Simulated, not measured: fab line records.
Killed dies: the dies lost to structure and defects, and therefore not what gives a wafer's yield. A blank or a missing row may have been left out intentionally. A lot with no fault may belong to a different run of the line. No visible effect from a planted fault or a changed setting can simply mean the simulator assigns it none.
Which of the tools did it? | flow n5_finfet | Sampling: 24 lots, 72 wafers, 5 of 1938 route steps

## WHAT EACH GAUGE READ, for each wafer
N5_BEOL_M5_INSPECT_58: inspects for defects (darkfield). Usual: raw_defect_count reads 70 (standard deviation 24).
lot  | measured     | on                | raw_defect_count | flag
L074 | day 9 18:34  | defect_inspect-02 | 34 54 47         |
L075 | day 10 07:49 | defect_inspect-02 | 61 63 48         |
L077 | day 10 16:15 | defect_inspect-02 | 116 104 90       |
L076 | day 11 01:02 | defect_inspect-02 | 159 77 67        |
L078 | day 11 13:13 | defect_inspect-01 | 61 75 87         |
L079 | day 12 00:28 | defect_inspect-02 | 52 63 42         |
L080 | day 12 05:37 | defect_inspect-01 | 64 136 75        |
L081 | day 13 15:56 | defect_inspect-01 | 84 70 50         |
L083 | day 14 12:56 | defect_inspect-02 | 39 32 58         |
L084 | day 14 20:32 | defect_inspect-01 | 58 84 105        |
L085 | day 15 03:25 | defect_inspect-02 | 63 35 60         |
L086 | day 15 13:21 | defect_inspect-02 | 61 60 62         |
L087 | day 15 23:59 | defect_inspect-01 | 86 76 71         |
L090 | day 16 03:13 | defect_inspect-01 | 46 64 45         |
L088 | day 16 08:55 | defect_inspect-01 | 70 76 82         |
L097 | day 17 01:37 | defect_inspect-01 | 83 44 37         |
L095 | day 16 22:53 | defect_inspect-02 | 71 72 55         |
L091 | day 17 04:25 | defect_inspect-02 | 43 68 59         |
L092 | day 17 13:06 | defect_inspect-02 | 56 72 79         |
L093 | day 17 21:13 | defect_inspect-01 | 94 92 69         |
L094 | day 17 21:49 | defect_inspect-01 | 64 24 55         |
L089 | day 17 22:08 | defect_inspect-01 | 125 60 111       |
L082 | day 18 07:35 | defect_inspect-01 | 114 81 62        |
L096 | day 18 07:44 | defect_inspect-01 | 67 81 36         |

N5_BEOL_M6_INSPECT_13: inspects for defects (brightfield). Usual: raw_defect_count reads 401 (standard deviation 89).
lot  | measured     | on                | raw_defect_count | flag
L074 | day 9 19:51  | defect_inspect-02 | 347 388 372      |
L075 | day 10 09:45 | defect_inspect-02 | 395 482 389      |
L077 | day 10 18:08 | defect_inspect-02 | 474 432 509      |
L076 | day 11 04:39 | defect_inspect-01 | 485 340 311      |
L078 | day 11 16:16 | defect_inspect-02 | 321 466 293      |
L079 | day 12 02:13 | defect_inspect-01 | 633 397 451      |
L080 | day 12 07:39 | defect_inspect-01 | 367 498 405      |
L081 | day 13 18:59 | defect_inspect-01 | 461 347 313      |
L083 | day 14 14:49 | defect_inspect-02 | 419 373 492      |
L084 | day 14 23:00 | defect_inspect-02 | 315 375 356      |
L085 | day 15 06:20 | defect_inspect-02 | 380 501 348      |
L086 | day 15 14:38 | defect_inspect-02 | 367 328 366      |
L087 | day 16 01:26 | defect_inspect-02 | 328 281 339      |
L090 | day 16 04:52 | defect_inspect-02 | 319 278 253      |
L088 | day 16 12:19 | defect_inspect-02 | 442 329 413      |
L097 | day 17 03:52 | defect_inspect-01 | 392 460 421      |
L095 | day 17 01:11 | defect_inspect-01 | 345 410 287      |
L091 | day 17 06:44 | defect_inspect-02 | 693 604 428      |
L092 | day 17 15:11 | defect_inspect-02 | 428 313 317      |
L093 | day 18 01:16 | defect_inspect-01 | 415 354 473      |
L094 | day 18 01:26 | defect_inspect-01 | 351 305 343      |
L089 | day 18 01:36 | defect_inspect-01 | 535 359 532      |
L082 | day 18 09:16 | defect_inspect-02 | 344 335 296      |
L096 | day 18 10:52 | defect_inspect-02 | 406 421 303      |

## WHAT TOOL EACH LOT RAN ON (gives the tool, then ch and the chambers of the sampled wafers, and finally the start)
lot  | N5_BEOL_M5_ETCH_41                            | N5_BEOL_M6_ILD_DEP_00           | N5_BEOL_M6_PECVD_70
L074 | rie_diel-03 ch 0,2, day 9 18:34 or earlier    | pecvd-03 ch 0,1, day 9 18:37    | pecvd-01 ch 0,1,2, day 9 19:14
L075 | rie_diel-01 ch 1,2,3, day 10 07:49 or earlier | pecvd-01 ch 0,1, day 10 07:51   | pecvd-04 ch 0,1,2, day 10 08:57
L077 | rie_diel-03 ch 0,1,3, day 10 16:15 or earlier | pecvd-04 ch 1,2, day 10 16:17   | pecvd-04 ch 0,1,2, day 10 17:23
L076 | rie_diel-01 ch 0,2,3, day 11 01:02 or earlier | pecvd-04 ch 0,1,2, day 11 01:05 | pecvd-01 ch 0,1,2, day 11 03:02
L078 | rie_diel-06 ch 1,2,3, day 11 13:13 or earlier | pecvd-01 ch 0,1,2, day 11 13:17 | pecvd-03 ch 0,1,2, day 11 13:53
L079 | rie_diel-01 ch 0,1, day 12 00:28 or earlier   | pecvd-01 ch 1,2, day 12 00:30   | pecvd-04 ch 1,2, day 12 01:07
L080 | rie_diel-06 ch 1,3, day 12 05:37 or earlier   | pecvd-04 ch 0,2, day 12 05:39   | pecvd-04 ch 0,2, day 12 06:16
L081 | rie_diel-03 ch 0,3, day 13 15:56 or earlier   | pecvd-04 ch 0,2, day 13 15:58   | pecvd-03 ch 0,1, day 13 17:04
L083 | rie_diel-06 ch 0,1,2, day 14 12:56 or earlier | pecvd-01 ch 0,1,2, day 14 12:58 | pecvd-03 ch 1,2, day 14 13:35
L084 | rie_diel-06 ch 1,2,3, day 14 20:32 or earlier | pecvd-04 ch 0,1,2, day 14 20:35 | pecvd-03 ch 0,1,2, day 14 21:12
L085 | rie_diel-06 ch 0,1, day 15 03:25 or earlier   | pecvd-04 ch 0,1,2, day 15 03:27 | pecvd-03 ch 0,1, day 15 04:04
L086 | rie_diel-06 ch 0,2,3, day 15 13:21 or earlier | pecvd-04 ch 1,2, day 15 13:23   | pecvd-01 ch 1,2, day 15 14:01
L087 | rie_diel-01 ch 1,3, day 15 23:59 or earlier   | pecvd-04 ch 0,2, day 16 00:01   | pecvd-01 ch 0,1, day 16 00:38
L090 | rie_diel-01 ch 1,2,3, day 16 03:13 or earlier | pecvd-04 ch 0,2, day 16 03:15   | pecvd-04 ch 0,2, day 16 03:52
L088 | rie_diel-03 ch 0,3, day 16 08:55 or earlier   | pecvd-04 ch 0,1, day 16 08:57   | pecvd-01 ch 0,1, day 16 09:34
L097 | rie_diel-03 ch 0,2,3, day 17 01:37 or earlier | pecvd-04 ch 0,1, day 17 01:39   | pecvd-04 ch 0,1, day 17 02:16
L095 | rie_diel-01 ch 0,2,3, day 16 22:53 or earlier | pecvd-03 ch 0,1,2, day 16 22:56 | pecvd-04 ch 0,1,2, day 17 00:01
L091 | rie_diel-03 ch 0,1,3, day 17 04:25 or earlier | pecvd-04 ch 0,1,2, day 17 04:28 | pecvd-04 ch 0,1,2, day 17 05:33
L092 | rie_diel-06 ch 1,2,3, day 17 13:06 or earlier | pecvd-04 ch 0,1,2, day 17 13:08 | pecvd-03 ch 1,2, day 17 13:45
L093 | rie_diel-01 ch 1,2,3, day 17 21:13 or earlier | pecvd-01 ch 0,1,2, day 17 21:15 | pecvd-03 ch 0,1, day 17 21:52
L094 | rie_diel-01 ch 0,1,2, day 17 21:49 or earlier | pecvd-04 ch 0,2, day 17 21:51   | pecvd-03 ch 0,2, day 17 22:28
L089 | rie_diel-03 ch 0,1,3, day 17 22:08 or earlier | pecvd-04 ch 0,1,2, day 17 22:11 | pecvd-01 ch 0,1,2, day 17 22:47
L082 | rie_diel-03 ch 0,1,2, day 18 07:35 or earlier | pecvd-01 ch 0,1,2, day 18 07:37 | pecvd-03 ch 0,2, day 18 08:14
L096 | rie_diel-01 ch 0,1,3, day 18 07:44 or earlier | pecvd-01 ch 0,2, day 18 07:46   | pecvd-04 ch 0,2, day 18 08:24
- N5_BEOL_M5_ETCH_41: etches SiCN in CH3F/O2, target depth 31.5 nm, time 56.7 s.
- N5_BEOL_M6_ILD_DEP_00: deposits SiCOH lowk from DEMS/porogen, target thk 179.75 nm, time 33.4 s.
- N5_BEOL_M6_PECVD_70: deposits SiO2 from TEOS/O2, target thk 20 nm, time 22.7 s.

## WHAT THE TOOLS THEMSELVES READ (means of the sampled wafers that have a number; where no wafer has one, the mark that the record gives instead)
N5_BEOL_M5_ETCH_41. Usual: CH3F_flow_sccm 30.00 sccm, standard deviation 0.083; O2_flow_sccm 20.00 sccm, standard deviation 0.061; drypump_motor_current_A 5.8 A, standard deviation 0.35; oes_product_au 0.82 a.u., standard deviation 0.069; rf_vpp_V 297.4 V, standard deviation 1.6; showerhead_plenum_p_Torr 2.00 Torr, standard deviation 0.063; throttle_valve_pct 16.29 %, standard deviation 0.19.
lot  | tool        | CH3F_flow_sccm (sccm) | O2_flow_sccm (sccm) | drypump_motor_current_A (A) | oes_product_au (a.u.) | rf_vpp_V (V) | showerhead_plenum_p_Torr (Torr) | throttle_valve_pct (%) | flag
L074 | rie_diel-03 | 30.02                 | 19.96               | 6.0                         | 0.85                  | 297.7        | 1.98                            | 16.36                  |
L075 | rie_diel-01 | 29.97                 | 20.01               | 5.8                         | 0.79                  | 296.7        | 1.98                            | 16.42                  |
L077 | rie_diel-03 | 30.00                 | 20.02               | 5.8                         | 0.78                  | 296.6        | 1.98                            | 16.27                  |
L076 | rie_diel-01 | 29.95                 | 20.03               | 5.7                         | 0.86                  | 297.6        | 2.00                            | 16.29                  |
L078 | rie_diel-06 | 30.01                 | 20.00               | 5.9                         | 0.79                  | 296.1        | 1.96                            | 16.29                  |
L079 | rie_diel-01 | 29.99                 | 20.06               | 5.5                         | 0.92                  | 297.4        | 2.02                            | 16.25                  |
L080 | rie_diel-06 | 29.98                 | 20.02               | 6.0                         | 0.75                  | 295.5        | 1.91                            | 16.31                  |
L081 | rie_diel-03 | 29.95                 | 19.93               | 6.1                         | 0.79                  | 295.0        | 1.93                            | 16.27                  |
L083 | rie_diel-06 | 29.98                 | 20.04               | 6.1                         | 0.79                  | 297.4        | 2.01                            | 16.34                  |
L084 | rie_diel-06 | 29.95                 | 19.92               | 5.9                         | 0.87                  | 297.7        | 2.03                            | 16.15                  |
L085 | rie_diel-06 | 30.04                 | 19.96               | 6.4                         | 0.83                  | 297.8        | 2.00                            | 16.36                  |
L086 | rie_diel-06 | 30.00                 | 20.01               | 5.9                         | 0.81                  | 297.9        | 2.07                            | 16.16                  |
L087 | rie_diel-01 | 30.06                 | 19.96               | 5.9                         | 0.86                  | 298.6        | 2.06                            | 16.19                  |
L090 | rie_diel-01 | 30.02                 | 19.98               | 5.8                         | 0.84                  | 298.4        | 2.05                            | 16.32                  |
L088 | rie_diel-03 | 29.97                 | 19.98               | 6.1                         | 0.77                  | 296.1        | 1.93                            | 16.32                  |
L097 | rie_diel-03 | 30.04                 | 20.03               | 6.0                         | 0.78                  | 296.5        | 1.96                            | 16.35                  |
L095 | rie_diel-01 | 30.02                 | 20.00               | 5.7                         | 0.82                  | 297.0        | 1.99                            | 16.37                  |
L091 | rie_diel-03 | 30.06                 | 20.01               | 5.8                         | 0.84                  | 296.6        | 1.96                            | 16.18                  |
L092 | rie_diel-06 | 29.91                 | 19.99               | 5.9                         | 0.85                  | 297.1        | 2.03                            | 16.19                  |
L093 | rie_diel-01 | 29.94                 | 20.02               | 5.8                         | 0.83                  | 299.7        | 2.05                            | 16.34                  |
L094 | rie_diel-01 | 29.97                 | 20.05               | 5.6                         | 0.83                  | 297.9        | 2.03                            | 16.38                  |
L089 | rie_diel-03 | 30.01                 | 20.02               | 5.8                         | 0.82                  | 297.9        | 1.96                            | 16.19                  |
L082 | rie_diel-03 | 29.99                 | 20.01               | 5.7                         | 0.83                  | 297.3        | 2.00                            | 16.22                  |
L096 | rie_diel-01 | 30.00                 | 20.04               | 5.7                         | 0.84                  | 298.1        | 2.03                            | 16.26                  |

N5_BEOL_M6_ILD_DEP_00. Usual: heater_power_w 279 W, standard deviation 42; showerhead_plenum_p_Torr 5.736 Torr, standard deviation 0.015; throttle_valve_pct 13.9 %, standard deviation 0.58.
lot  | tool     | heater_power_w (W) | showerhead_plenum_p_Torr (Torr) | throttle_valve_pct (%) | flag
L074 | pecvd-03 | 327                | 5.728                           | 14.2                   |
L075 | pecvd-01 | 309                | 5.747                           | 14.1                   |
L077 | pecvd-04 | 235                | 5.746                           | 13.6                   |
L076 | pecvd-04 | 257                | 5.731                           | 13.9                   |
L078 | pecvd-01 | 298                | 5.738                           | 13.8                   |
L079 | pecvd-01 | 340                | 5.754                           | 13.5                   |
L080 | pecvd-04 | 265                | 5.728                           | 14.0                   |
L081 | pecvd-04 | 241                | 5.716                           | 14.1                   |
L083 | pecvd-01 | 313                | 5.739                           | 14.1                   |
L084 | pecvd-04 | 282                | 5.727                           | 13.9                   |
L085 | pecvd-04 | 273                | 5.741                           | 13.8                   |
L086 | pecvd-04 | 241                | 5.749                           | 13.7                   |
L087 | pecvd-04 | 247                | 5.721                           | 14.2                   |
L090 | pecvd-04 | 238                | 5.726                           | 14.2                   |
L088 | pecvd-04 | 288                | 5.729                           | 13.9                   |
L097 | pecvd-04 | 285                | 5.734                           | 14.0                   |
L095 | pecvd-03 | 324                | 5.735                           | 13.9                   |
L091 | pecvd-04 | 253                | 5.736                           | 13.7                   |
L092 | pecvd-04 | 245                | 5.738                           | 13.9                   |
L093 | pecvd-01 | 318                | 5.745                           | 14.0                   |
L094 | pecvd-04 | 244                | 5.721                           | 14.1                   |
L089 | pecvd-04 | 253                | 5.733                           | 14.1                   |
L082 | pecvd-01 | 311                | 5.746                           | 14.1                   |
L096 | pecvd-01 | 297                | 5.732                           | 14.4                   |

N5_BEOL_M6_PECVD_70. Usual: heater_power_w 685 W, standard deviation 68; showerhead_plenum_p_Torr 8.76 Torr, standard deviation 0.055; throttle_valve_pct 22.4 %, standard deviation 0.94.
lot  | tool     | heater_power_w (W) | showerhead_plenum_p_Torr (Torr) | throttle_valve_pct (%) | flag
L074 | pecvd-01 | 731                | 8.79                            | 22.5                   |
L075 | pecvd-04 | 652                | 8.75                            | 22.4                   |
L077 | pecvd-04 | 634                | 8.76                            | 22.3                   |
L076 | pecvd-01 | 687                | 8.78                            | 22.4                   |
L078 | pecvd-03 | 687                | 8.75                            | 22.4                   |
L079 | pecvd-04 | 583                | 8.80                            | 21.9                   |
L080 | pecvd-04 | 630                | 8.72                            | 22.6                   |
L081 | pecvd-03 | 754                | 8.71                            | 23.1                   |
L083 | pecvd-03 | 649                | 8.70                            | 22.4                   |
L084 | pecvd-03 | 721                | 8.73                            | 22.3                   |
L085 | pecvd-03 | 706                | 8.70                            | 22.9                   |
L086 | pecvd-01 | 767                | 8.83                            | 21.9                   |
L087 | pecvd-01 | 738                | 8.82                            | 23.0                   |
L090 | pecvd-04 | 618                | 8.71                            | 22.8                   |
L088 | pecvd-01 | 701                | 8.79                            | 23.6                   |
L097 | pecvd-04 | 637                | 8.78                            | 21.9                   |
L095 | pecvd-04 | 645                | 8.75                            | 22.6                   |
L091 | pecvd-04 | 630                | 8.77                            | 22.4                   |
L092 | pecvd-03 | 678                | 8.72                            | 21.7                   |
L093 | pecvd-03 | 670                | 8.75                            | 23.1                   |
L094 | pecvd-03 | 760                | 8.76                            | 22.5                   |
L089 | pecvd-01 | 742                | 8.81                            | 22.6                   |
L082 | pecvd-03 | 691                | 8.77                            | 22.6                   |
L096 | pecvd-04 | 672                | 8.71                            | 22.8                   |

## THE ANSWER, worked out from the rows above alone
Rule: lot off if the mean of its wafers having a number is beyond 3 standard deviations from the usual mean. A lot without any number at a reading at which 4 lots or more have one is off too. The other lots that the step has rows for count as sound. First the gauges in route order, then the tools' own readings, where a lot's mean is used as printed above. The first step at which some lot is off is used, and at that step the reading that is off furthest; a lot without a number counts as furthest.
None of the lots is off at any reading shown; this tells nothing.

## WHAT THE SIMULATOR PUT IN
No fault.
